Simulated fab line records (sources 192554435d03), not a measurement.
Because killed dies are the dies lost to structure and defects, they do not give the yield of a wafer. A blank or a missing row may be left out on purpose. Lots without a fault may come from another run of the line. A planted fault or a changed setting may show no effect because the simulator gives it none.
fab line records | flow n5_finfet
record: lots: 4 | wafers: 11 | last_day: 17
route steps=1938 shown SDB@371 DUMMY_REMOVAL@377 HKMG_FIN@385 BEOL_M4@1111 PASSIVATION@1936
lots that met no fault: taken from a fault-free run of the same line
start_h: start of the lot's first displayed wafer, in hours after the record's first day | wait_h: hours elapsed since this lot's preceding step | " as in the row above | L1.1+2: a single row standing in for several wafers | - either no value or no given start | * or withheld: withheld | < > ~ a bound
route shown NAME@n: a module of which the file shows steps, and the number in the route of the first | usual: mean/standard deviation of fault-free wafers | same: alike in all rows | chamber/n: place in a boat | sites: per-site readings | _std_site: the values' standard deviation | _edge_site: inner sites' mean taken away from outer sites' mean | radius_mm: for every site, how far away it sits from the centre of the wafer | mask NAME#n: copy n | behind: the tool/chamber that last shaped the wafer | hold: reason for holding the lot/hours on hold/outcome of the hold | device: the n, p or np transistor that did not switch | end of line: tests of these same wafers at the route's end | a step given without rows: its recipe and nothing more | killed: count of dies lost to structure and defects at first sort (not the wafer's yield) | map: the dies of a wafer, with x for killed, . for not killed, _ for no die there
set.NAME: the setting as run; set.NAME@STEP: as run at that earlier step | model.NAME: the simulator's own value behind a step, which no gauge read
lots seen at some steps along the route; tables by step, rows by wafer
== steps ==
step: N5_SDB_PRECLEAN_39
recipe: chemistry: O3/DIW | time_s: 45 | temp_c: 22 | o3_ppm: 10
step: N5_SDB_SRD_28
recipe: dry: ipa_marangoni | time_s: 30 | temp_c: 23 | rinse_liquid: diw
step: N5_SDB_ALD_29
recipe: material: SiNx | target_thk_a: 300 | temp_c: 400 | ald_precursor_family: SiH2I2 | ald_co_reactant: N2/H2-plasma | pulse_time_s: 1 | ald_cycles: 600 | purge_time_s: 2 | co_reactant_purge_time_s: 2 | pressure_torr: 2
step: N5_SDB_CMP_30
recipe: stop_on: poly-Si | t_overpolish_s: 1.54 | post_cmp_clean: alkaline_brush | down_force_psi: 4.1491 | platen_rpm: 51.796 | pad_velocity_m_s: 1.0306 | target_thk_nm: 30
step: N5_DUMMY_REMOVAL_HM_STRIP_01
recipe: chemistry: CH3F/O2 | material: SiNx | target_depth_a: 40 | stop_on: poly-Si | time_s: 6.8 | over_etch_frac: 0.3 | ion_energy_ev: 60 | power_w: 410 | bias_w: 29 | Ar_flow_sccm: 150 | CH3F_flow_sccm: 30 | O2_flow_sccm: 20
step: N5_DUMMY_REMOVAL_STRIP_10
recipe: chemistry: N2/H2 | time_s: 40 | power_w: 100 | temp_c: 40 | pressure_mtorr: 100 | rf_frequency_hz: 6e+07 | bias_power_w: 3 | n2_flow_sccm: 300 | h2_flow_sccm: 300
step: N5_DUMMY_REMOVAL_PRECLEAN_07
recipe: chemistry: dHF | time_s: 30 | temp_c: 25 | dilution: withheld
step: N5_DUMMY_REMOVAL_DUMMY_REMOVE_02
recipe: chemistry: TMAH | temp_c: 70 | target: poly-Si | stop_on: SiO2 | target_depth_nm: 142 | conc_wt_pct: 5 | time_s: 57 | dry: ipa_marangoni | rinse_time_s: 30 | rinse_temp_c: 23
step: N5_DUMMY_REMOVAL_PRECLEAN_08
recipe: chemistry: NF3:NH3 | afs_cycles: 2 | temp_c: 30 | time_s: 20 | sublimation_temp_c: 180 | sublimation_time_s: 60 | pressure_torr: 3 | rf_power_w: 30
step: N5_DUMMY_REMOVAL_PRECLEAN_04
recipe: chemistry: DHF | time_s: 37 | temp_c: 25 | dilution: 500:1
usual: bath_heat_duty_pct: 6.1/0.72 | run_length_s: 44.5/1.7
lot.wafer | tool         | chamber | start_h | wait_h | bath_heat_duty_pct | run_length_s
L405.3    | wet_bench-04 | 6       | 132.97  | 0.1    | -                  | -
L405.5    | "            | 2       | "       | "      | -                  | -
L405.6    | "            | 5       | "       | "      | -                  | -
L406.1    | wet_bench-03 | 5       | 137.00  | 0.2    | -                  | -
L406.4    | "            | 4       | "       | "      | -                  | -
L406.5    | "            | 3       | "       | "      | -                  | -
L416.1    | wet_bench-04 | 3       | 194.08  | 0.2    | 5.7                | 43.9
L416.4    | "            | 1       | "       | "      | 6.7                | 44.0
L416.6    | "            | 2       | "       | "      | 6.3                | 43.5
L419.3    | wet_bench-06 | 4       | 213.18  | 0.1    | 5.8                | 44.4
L419.6    | "            | 7       | "       | "      | 5.5                | 44.4
step: N5_DUMMY_REMOVAL_SRD_05
recipe: dry: ipa_marangoni | do_ppb: 5 | time_s: 30 | temp_c: 23 | rinse_liquid: diw
step: N5_HKMG_FIN_IL_REGROW_00
recipe: material: SiO2 | target_thk_a: 7.5 | chemistry: O3 | temp_c: withheld | time_s: 30
step: N5_HKMG_FIN_HK_ALD_01
recipe: material: HfO2 | target_thk_a: 16 | temp_c: withheld | ald_precursor_family: HfCl4 | ald_co_reactant: H2O | pulse_time_s: 3 | purge_time_s: 3 | co_reactant_purge_time_s: 2.5 | co_reactant_pulse_time_s: 0.3 | ald_cycles: 30
step: N5_HKMG_FIN_HK_ANNEAL_02
recipe: temp_c: 700 | time_s: 30 | ambient: N2 | idle_temp_c: 600 | ramp_up_c_per_s: 150 | ramp_down_c_per_s: 60 | cool_to_c: 600
step: N5_HKMG_FIN_ALD_74
recipe: material: La2O3 | target_thk_a: 5 | temp_c: 250 | ald_precursor_family: La-Cp | ald_co_reactant: O3 | pulse_time_s: 6 | co_reactant_pulse_time_s: 1 | purge_time_s: 3 | co_reactant_purge_time_s: 3
step: N5_HKMG_FIN_ALD_75
recipe: material: Al2O3 | target_thk_a: 10 | temp_c: 150 | ald_precursor_family: TMA | ald_co_reactant: H2O | pulse_time_s: withheld | co_reactant_pulse_time_s: 1
step: N5_HKMG_FIN_COAT_41
recipe: resist: SOC | temp_c: 250 | time_s: 60 | spin_rpm: 1500 | resist_thk_nm: 300
step: N5_HKMG_FIN_COAT_42
recipe: resist: SiARC | temp_c: 220 | time_s: 60 | spin_rpm: 1500 | resist_thk_nm: 35
step: N5_HKMG_FIN_COAT_43
recipe: resist: CAR-ArF | spin_rpm: 1500 | resist_thk_nm: 90
step: N5_HKMG_FIN_EBR_45
recipe: solvent: PGMEA | ebr_width_mm: 1.5
step: N5_HKMG_FIN_SOFTBAKE_44
recipe: temp_c: 110 | time_s: 60 | resist: CAR-ArF
step: N5_HKMG_FIN_EXPOSE_46
recipe: mask_id: NDIPOLE | na: 1.35 | source_shape: conventional | sigma_outer: 0.8 | polarization: unpolarized | dose_mj: 40
step: N5_HKMG_FIN_PEB_47
recipe: peb_temp_c: withheld | peb_time_s: 60 | resist: CAR-ArF
step: N5_HKMG_FIN_DEVELOP_48
recipe: develop_time_s: 30 | developer: TMAH | resist: CAR-ArF | rinse_liquid: diw | dry: air_spin | dev_temp_c: 23
step: N5_HKMG_FIN_DESCUM_53
recipe: chemistry: O2 | time_s: 7.9 | source_power_w: 50 | bias_power_w: 20 | pressure_mtorr: 20 | rf_frequency_hz: 2.712e+07 | temp_c: 40 | resist: CAR-ArF | o2_flow_sccm: 225
step: N5_HKMG_FIN_ETCH_54
recipe: chemistry: CF4 | target: SiARC | target_depth_a: 455 | mask_material: CAR-ArF | time_s: 75.8 | ion_energy_ev: 80 | pressure_mtorr: 40 | source_w: 545 | bias_w: 36 | Ar_flow_sccm: 100 | cf4_flow_sccm: 100 | ends: cleared
step: N5_HKMG_FIN_ETCH_55
recipe: chemistry: N2/H2 | target: SOC | target_depth_a: 2400 | temp_c: 40 | time_s: 300 | ion_energy_ev: 200 | mask_material: SiARC | pressure_mtorr: 30 | source_w: 840 | bias_w: 150 | n2_flow_sccm: 200 | h2_flow_sccm: 200
step: N5_HKMG_FIN_STRIP_56
recipe: chemistry: N2/H2 | temp_c: 40 | n2_flow_sccm: 200 | h2_flow_sccm: 200 | rf_frequency_hz: 6e+07
step: N5_HKMG_FIN_STRIP_57
recipe: chemistry: CF4 | resist: SiARC | power_w: 300 | bias_power_w: 75 | pressure_mtorr: 50 | cf4_flow_sccm: 150 | rf_frequency_hz: 6e+07
step: N5_HKMG_FIN_ETCH_58
recipe: chemistry: N2/H2 | target: SOC | target_depth_a: 2158 | ion_energy_ev: 50 | bias_w: 13 | time_s: 741 | pressure_mtorr: 30 | source_w: 875 | n2_flow_sccm: 200 | h2_flow_sccm: 200
step: N5_HKMG_FIN_STRIP_93
recipe: chemistry: N2/H2 | material: SOC | time_s: 20 | power_w: 500 | temp_c: 40 | pressure_mtorr: 50 | rf_frequency_hz: 6e+07 | bias_power_w: 8 | h2_frac: 0.5 | n2_flow_sccm: 300 | h2_flow_sccm: 300
step: N5_HKMG_FIN_WET_ETCH_76
recipe: chemistry: dNH4OH | mix: 1:50 | temp_c: 25 | target: Al2O3 | stop_on: La2O3 | target_depth_nm: 2.25 | dry: ipa_marangoni | rinse_time_s: 30 | rinse_temp_c: 23
step: N5_HKMG_FIN_STRIP_60
recipe: chemistry: N2/H2 | power_w: 2500 | temp_c: 300 | h2_frac: 0.65 | time_s: 360 | pressure_mtorr: withheld | n2_flow_sccm: 1750 | h2_flow_sccm: 3250
step: N5_HKMG_FIN_WET_ETCH_77
recipe: chemistry: dHCl | mix: 1:10000 | temp_c: 25 | target: La2O3 | stop_on: HfO2 | target_depth_nm: 2
step: N5_HKMG_FIN_WET_ETCH_78
recipe: chemistry: dNH4OH | mix: 1:50 | temp_c: 25 | target: Al2O3 | stop_on: La2O3 | target_depth_nm: 4.5 | dry: ipa_marangoni | rinse_time_s: 30 | rinse_temp_c: 23
step: N5_HKMG_FIN_ALD_79
recipe: material: TiN | target_thk_a: 15 | temp_c: 400 | ald_precursor_family: TiCl4 | ald_co_reactant: NH3 | pulse_time_s: 1 | purge_time_s: 3 | co_reactant_purge_time_s: 2 | co_reactant_pulse_time_s: 2 | ald_cycles: 68 | pressure_torr: 3
step: N5_BEOL_M4_RC_MEAS_101
usual: DIBL_N: 36.0/2 | DIBL_P: 35.9/2.5 | EOT_N: 10.50/0.1 | EOT_P: 10.45/0.093 | IGATE_N: 0.0132/0.002 | IGATE_P: 0.0039/0.00061 | IOFF_N: 0.16/0.038 | IOFF_N_85C: 3.1/0.62 | IOFF_N_LIN: 0.074/0.014 | IOFF_P: 0.21/0.04 | IOFF_P_85C: 3.6/0.57 | IOFF_P_LIN: 0.099/0.014 | ION_N: 675/14 | ION_P: 462/9.4 | SS_N: 71.5/0.75 | SS_P: 73.2/0.74 | VT_N: 250/3.9 | VT_P: -251/3.2
lot.wafer | tool      | chamber | start_h | wait_h | DIBL_N[mV/V] | DIBL_P[mV/V] | EOT_N | EOT_P | IGATE_N[nA/um] | IGATE_P[nA/um] | IOFF_N[nA/um] | IOFF_N_85C[nA/um] | IOFF_N_LIN[nA/um] | IOFF_P[nA/um] | IOFF_P_85C[nA/um] | IOFF_P_LIN[nA/um] | ION_N[uA/um] | ION_P[uA/um] | SS_N[mV/dec] | SS_P[mV/dec] | VT_N[mV] | VT_P[mV]
L405.3    | prober-01 | 0       | 216.57  | 0.3    | 43.3         | 43.7         | 13.31 | 13.07 | 0.0006         | 0.0002         | 0.29          | 5.1               | 0.122             | 0.33          | 5.3               | 0.147             | 627          | 423          | 73.5         | 74.7         | 244      | -248
L405.5    | "         | 0       | "       | "      | 40.3         | 41.8         | 13.43 | 13.45 | 0.0004         | 0.0001         | 0.21          | 3.9               | 0.105             | 0.27          | 4.6               | 0.132             | 617          | 428          | 72.9         | 74.4         | 246      | -251
L405.6    | "         | 0       | "       | "      | 44.0         | 44.4         | 13.40 | 13.46 | 0.0004         | 0.0001         | 0.28          | 5.1               | 0.128             | 0.32          | 5.2               | 0.143             | 629          | 429          | 73.5         | 75.2         | 246      | -248
L406.1    | prober-02 | 0       | 229.23  | 0.0    | 42.2         | 43.3         | 13.43 | 13.43 | 0.0004         | 0.0001         | 0.28          | 5.0               | 0.126             | 0.33          | 5.4               | 0.158             | 628          | 432          | 72.9         | 74.0         | 244      | -244
L406.4    | "         | 0       | "       | "      | 45.2         | 48.4         | 13.42 | 13.25 | 0.0005         | 0.0001         | 0.41          | 6.9               | 0.182             | 0.48          | 7.2               | 0.203             | 655          | 443          | 73.8         | 75.9         | 238      | -240
L406.5    | "         | 0       | "       | "      | 39.7         | 41.7         | 13.29 | 13.26 | 0.0005         | 0.0001         | 0.21          | 4.0               | 0.106             | 0.31          | 5.1               | 0.155             | 632          | 438          | 72.0         | 74.1         | 244      | -245
L416.1    | prober-01 | 0       | 276.56  | 0.0    | 35.5         | 36.7         | 10.42 | 10.38 | 0.0141         | 0.0043         | 0.14          | 2.8               | 0.069             | 0.21          | 3.7               | 0.101             | 681          | 474          | 70.7         | 73.0         | 253      | -249
L416.4    | "         | 0       | "       | "      | 36.1         | 37.4         | 10.50 | 10.48 | 0.0120         | 0.0037         | 0.15          | 2.9               | 0.071             | 0.21          | 3.7               | 0.100             | 677          | 469          | 71.4         | 73.4         | 250      | -250
L416.6    | "         | 0       | "       | "      | 34.8         | 36.1         | 10.62 | 10.62 | 0.0105         | 0.0032         | 0.13          | 2.6               | 0.062             | 0.19          | 3.4               | 0.093             | 671          | 464          | 71.2         | 73.0         | 255      | -250
L419.3    | prober-01 | 0       | 311.61  | 0.3    | 38.4         | 37.9         | 10.53 | 10.39 | 0.0134         | 0.0039         | 0.19          | 3.6               | 0.083             | 0.23          | 3.9               | 0.104             | 675          | 459          | 72.2         | 74.6         | 250      | -250
L419.6    | "         | 0       | "       | "      | 36.5         | 35.5         | 10.66 | 10.60 | 0.0106         | 0.0031         | 0.15          | 3.0               | 0.069             | 0.18          | 3.3               | 0.089             | 667          | 451          | 71.5         | 72.7         | 254      | -251
step: N5_PASSIVATION_PROBE_49
usual: defect_limited_yield: 91.3/1.5 | killed_at_M0_to_M3: 33/12 | killed_at_M4_up: 15/5.2 | killed_at_contacts: 12/5.1 | killed_at_front_end: 39/11 | killed_at_other: 5/3.6 | killed_dies: 103/18 | killed_open: 67/13 | killed_short: 33/7.8 | sort_bin_4_leakage: 0/0 | sort_bin_5_function: 5.1/0.96 | sort_bin_6_memory: 3.2/0.71 | sort_bin_8_speed: 0.01/0.063 | sort_n_pass: 1077/18 | sort_yield_pct: 91.3/1.5
same: gross_dies: 1180 | killed_at_back_side: 0
lot.wafer | tool      | chamber | start_h | wait_h | defect_limited_yield[%] | killed_at_M0_to_M3 | killed_at_M4_up | killed_at_contacts | killed_at_front_end | killed_at_other | killed_dies | killed_open | killed_short | sort_bin_4_leakage[%] | sort_bin_5_function[%] | sort_bin_6_memory[%] | sort_bin_8_speed[%] | sort_n_pass | sort_yield_pct[%]
L405.3    | prober-01 | -       | 313.86  | 0.1    | 91.5                    | 34                 | 10              | 14                 | 41                  | 1               | 100         | 67          | 33           | 0.51                  | 4.5                    | 3.3                  | 54.58               | 430         | 36.4
L405.5    | prober-01 | -       | 313.96  | 0.2    | 91.6                    | 20                 | 14              | 11                 | 52                  | 2               | 99          | 64          | 35           | 0                     | 5.1                    | 3.1                  | 74.24               | 205         | 17.4
L405.6    | prober-01 | -       | 314.01  | 0.3    | 91.1                    | 32                 | 5               | 10                 | 42                  | 16              | 105         | 60          | 29           | 0.25                  | 6.1                    | 2.6                  | 42.12               | 575         | 48.7
L406.1    | prober-02 | -       | 327.90  | 0.0    | 90.5                    | 54                 | 20              | 8                  | 28                  | 2               | 112         | 74          | 37           | 0                     | 5.3                    | 3.6                  | 39.75               | 599         | 50.8
L406.4    | prober-02 | -       | 328.05  | 0.2    | 90.3                    | 55                 | 16              | 9                  | 25                  | 9               | 114         | 71          | 42           | 13.31                 | 5.8                    | 3.6                  | 0.76                | 900         | 76.3
L406.5    | prober-02 | -       | 328.10  | 0.2    | 88.7                    | 62                 | 20              | 11                 | 37                  | 3               | 133         | 72          | 50           | 0                     | 5.3                    | 4.8                  | 31.86               | 671         | 56.9
L416.1    | prober-02 | -       | 379.33  | 0.0    | 92.8                    | 19                 | 25              | 15                 | 25                  | 1               | 85          | 59          | 25           | 0                     | 4.1                    | 2.8                  | 0                   | 1095        | 92.8
L416.4    | prober-02 | -       | 379.48  | 0.2    | 90.9                    | 28                 | 15              | 17                 | 45                  | 2               | 107         | 72          | 35           | 0                     | 5.2                    | 3.9                  | 0                   | 1073        | 90.9
L416.6    | prober-02 | -       | 379.58  | 0.3    | 92.7                    | 34                 | 12              | 14                 | 26                  | 0               | 86          | 60          | 25           | 0                     | 4.9                    | 2.3                  | 0                   | 1094        | 92.7
L419.3    | prober-02 | -       | 416.03  | 0.1    | 91.6                    | 27                 | 15              | 19                 | 33                  | 5               | 99          | 73          | 25           | 0                     | 4.7                    | 3.0                  | 0                   | 1081        | 91.6
L419.6    | prober-02 | -       | 416.18  | 0.3    | 90.9                    | 31                 | 12              | 23                 | 35                  | 6               | 107         | 72          | 27           | 0                     | 4.7                    | 3.3                  | 0                   | 1073        | 90.9
killed by level:class
L405.3 STI_FIN_REVEAL:geometric_particle:open=17 MOL_CONTACT_COAG:geometric_particle:open=9 BEOL_M3:geometric_particle:open=9 BEOL_M1:geometric_particle:open=8 FIN_SAQP:geometric_particle:short=7 BEOL_M3:geometric_particle:short=6 MOL_CONTACT_COAG:geometric_particle:short=5 BEOL_M0_SAQP:geometric_particle:open=5
L405.5 FIN_SAQP:geometric_particle:open=15 FIN_SAQP:geometric_particle:short=13 STI_FIN_REVEAL:geometric_particle:open=10 MOL_CONTACT_COAG:geometric_particle:open=9 BEOL_M0_SAQP:geometric_particle:short=6 BEOL_M4:geometric_particle:open=5 DUMMY_GATE:geometric_particle:open=4 BEOL_M0_SAQP:geometric_particle:open=3
L405.6 PASSIVATION:area_etch=16 BEOL_M3:geometric_particle:open=9 MOL_CONTACT_COAG:geometric_particle:open=8 FIN_SAQP:geometric_particle:open=7 STI_FIN_REVEAL:geometric_particle:open=7 DUMMY_GATE:geometric_particle:open=7 FIN_SAQP:geometric_particle:short=6 BEOL_M1:geometric_particle:short=5
L406.1 BEOL_M2:geometric_particle:open=15 BEOL_M0_SAQP:geometric_particle:short=13 STARTING-WAFER:geometric_particle:short=9 STI_FIN_REVEAL:geometric_particle:open=7 MOL_CONTACT_COAG:geometric_particle:open=7 BEOL_M0_SAQP:geometric_particle:open=7 BEOL_M3:geometric_particle:open=7 BEOL_M4:geometric_particle:open=7
L406.4 BEOL_M2:geometric_particle:open=15 BEOL_M0_SAQP:geometric_particle:open=14 MOL_CONTACT_COAG:geometric_particle:open=8 BEOL_M0_SAQP:geometric_particle:short=7 BEOL_M1:geometric_particle:open=7 STARTING-WAFER:geometric_particle:short=5 BEOL_M4:geometric_particle:open=5 GATE_CUT:geometric_particle:short=4
L406.5 BEOL_M0_SAQP:geometric_particle:short=18 BEOL_M0_SAQP:geometric_particle:open=15 HKMG_FIN:area_etch=11 MOL_CONTACT_COAG:geometric_particle:open=10 BEOL_M4:geometric_particle:open=8 FIN_SAQP:geometric_particle:open=7 BEOL_M0:geometric_particle:short=6 BEOL_M3:geometric_particle:open=6
L416.1 MOL_CONTACT_COAG:geometric_particle:open=12 BEOL_M4:geometric_particle:open=10 GATE_CUT:geometric_particle:short=8 STI_FIN_REVEAL:geometric_particle:open=6 BEOL_M1:geometric_particle:open=6 BEOL_M2:geometric_particle:open=4 ILD0:geometric_particle:open=3 MOL_CONTACT_COAG:geometric_particle:short=3
L416.4 MOL_CONTACT_COAG:geometric_particle:open=15 BEOL_M1:geometric_particle:open=14 BEOL_M4:geometric_particle:open=9 GATE_CUT:geometric_particle:short=8 FIN_SAQP:geometric_particle:short=6 STI_FIN_REVEAL:geometric_particle:open=6 STARTING-WAFER:geometric_particle:short=6 DUMMY_GATE:geometric_particle:open=5
L416.6 MOL_CONTACT_COAG:geometric_particle:open=13 BEOL_M2:geometric_particle:open=10 BEOL_M1:geometric_particle:open=9 BEOL_M0_SAQP:geometric_particle:open=7 BEOL_M4:geometric_particle:open=6 STARTING-WAFER:geometric_particle:short=6 DUMMY_GATE:geometric_particle:open=4 GATE_CUT:geometric_particle:short=4
L419.3 MOL_CONTACT_COAG:geometric_particle:open=15 BEOL_M3:geometric_particle:open=14 FIN_SAQP:geometric_particle:open=9 STI_FIN_REVEAL:geometric_particle:open=7 BEOL_M0_SAQP:geometric_particle:open=7 BEOL_M4:geometric_particle:open=7 FIN_SAQP:geometric_particle:short=6 MOL_CONTACT_COAG:geometric_particle:short=4
L419.6 MOL_CONTACT_COAG:geometric_particle:open=21 FIN_SAQP:geometric_particle:open=9 BEOL_M0_SAQP:geometric_particle:short=9 HKMG_FIN:area_etch=8 BEOL_M2:geometric_particle:open=7 BEOL_M3:geometric_particle:open=6 BEOL_M0_SAQP:geometric_particle:open=5 STI_FIN_REVEAL:geometric_particle:open=3
map L405.6 (x killed, . not)
_________________............________________
______________................x._____________
___________x.......................__________
__________.............x...x.....xx._________
________.x.....x.....x...............x_______
_______....x....x......................______
______..........................x....x.._____
_____......x....x....x....x..............____
____.....x......................x..x......___
___x.x....x.xx.......x.................x...__
___.x............x....x......x.........x...__
__..x.x.................x..x........x......._
__..........x....x......xx.x.....x.........._
_.............x...x.............x.....x...x..
_x.......x.............x.....................
_............................................
_.................x......x...................
_.x...........x.x.x.........x.......x........
_..............x......x....................x.
_.......x..............x.........x.......x...
_..........x.x............xx.................
__.................................x........_
__................x.................x....x.x_
___..x..........x.....xx................x..__
___....x...x.....x.............x......x....__
____.x..x.................................___
_____........x............x.........x....____
______............x....................._____
_______.............xx......x...x......______
________........x.x..................._______
__________..x......................._________
___________....x...................__________
______________...........x.x...._____________
_________________.x..x....x..________________
map L406.5 (x killed, . not)
_________________.........x..________________
______________.............x.x.._____________
___________.x........x............x__________
__________..............xx.x.......x_________
________.................x............_______
_______..x.............................______
______...x...x.................x...xx..._____
_____.........x..........................____
____x.........................x..........x___
___...........x......x........x.........x.x__
___....................x......x...x........__
__......................x...x..........x...._
__.....x....x................x.......x......_
_..............x.....................x.......
_.x..x..........x.x.......x.............x..xx
_....x.x....x.........xx.........x...x......x
_....x..........................x...x..x...x.
_....................xx.....................x
_...x...................x.x..x.........x.....
_.........................xx..x..x.......x.x.
_...............x..x..x..x...........x...x...
__........x.............x................x.._
__x.......................x..........x..x..._
___....x............x................x..x..__
___...............x..x....x..........x.....__
____............x....xx........x.x......x.___
_____..x.....................x..x..xx..x.____
______..x.xxx.xx........................_____
_______.xx...............x...xx.....x..______
________x.....x.....x...............x._______
__________....x......x.............._________
___________.......x...............x__________
______________......x..x...x.xxx_____________
_________________x...........________________
== key ==
first_sign: step: N5_DUMMY_REMOVAL_PRECLEAN_04 | reading: tool_record | direction: missing
effect: step: N5_BEOL_M4_RC_MEAS_101 | reading: EOT_P | direction: up | sigmas: 31 | usual: 10.45 | struck: 13.32
effect: step: N5_BEOL_M4_RC_MEAS_101 | reading: EOT_N | direction: up | sigmas: 29 | usual: 10.50 | struck: 13.38
effect: step: N5_BEOL_M4_RC_MEAS_101 | reading: IGATE_N | direction: down | sigmas: 6.3 | usual: 0.0132 | struck: 0.0005
effect: step: N5_BEOL_M4_RC_MEAS_101 | reading: IGATE_P | direction: down | sigmas: 6.3 | usual: 0.0039 | struck: 0.0001
effect: step: N5_BEOL_M4_RC_MEAS_101 | reading: IOFF_P_LIN | direction: up | sigmas: 4.1 | usual: 0.099 | struck: 0.156
effect: step: N5_BEOL_M4_RC_MEAS_101 | reading: IOFF_N_LIN | direction: up | sigmas: 3.9 | usual: 0.074 | struck: 0.128
effect: step: N5_BEOL_M4_RC_MEAS_101 | reading: IOFF_P | direction: up | sigmas: 3.3 | usual: 0.21 | struck: 0.34
effect: step: N5_BEOL_M4_RC_MEAS_101 | reading: IOFF_P_85C | direction: up | sigmas: 3.2 | usual: 3.6 | struck: 5.4
effect: step: N5_BEOL_M4_RC_MEAS_101 | reading: ION_P | direction: down | sigmas: 3.2 | usual: 462 | struck: 432
effect: step: N5_BEOL_M4_RC_MEAS_101 | reading: DIBL_P | direction: up | sigmas: 3.2 | usual: 35.9 | struck: 43.9
effect: step: N5_BEOL_M4_RC_MEAS_101 | reading: DIBL_N | direction: up | sigmas: 3.2 | usual: 36.0 | struck: 42.4
effect: step: N5_BEOL_M4_RC_MEAS_101 | reading: IOFF_N | direction: up | sigmas: 3.1 | usual: 0.16 | struck: 0.28
effect: step: N5_PASSIVATION_PROBE_49 | reading: sort_bin_8_speed | direction: up | sigmas: 99+ | usual: 0.01 | struck: 40.55
met_at N5_DUMMY_REMOVAL_PRECLEAN_04
struck_wafers L405.3,L405.5,L405.6,L406.1,L406.4,L406.5
baseline_loss: step: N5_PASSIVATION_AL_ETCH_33 | wafers: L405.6
baseline_loss: step: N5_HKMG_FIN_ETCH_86 | wafers: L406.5
fault: kind: skipped_step_whole | tool: wet_bench-03,wet_bench-04 | chamber: - | onset_h: 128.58 | steps: N5_DUMMY_REMOVAL_PRECLEAN_04 | scope: struck_lots_only
baseline_loss: these wafers lose ten dies or more at that step, a loss of the line's own and not of a fault; the sort's usual values leave them out
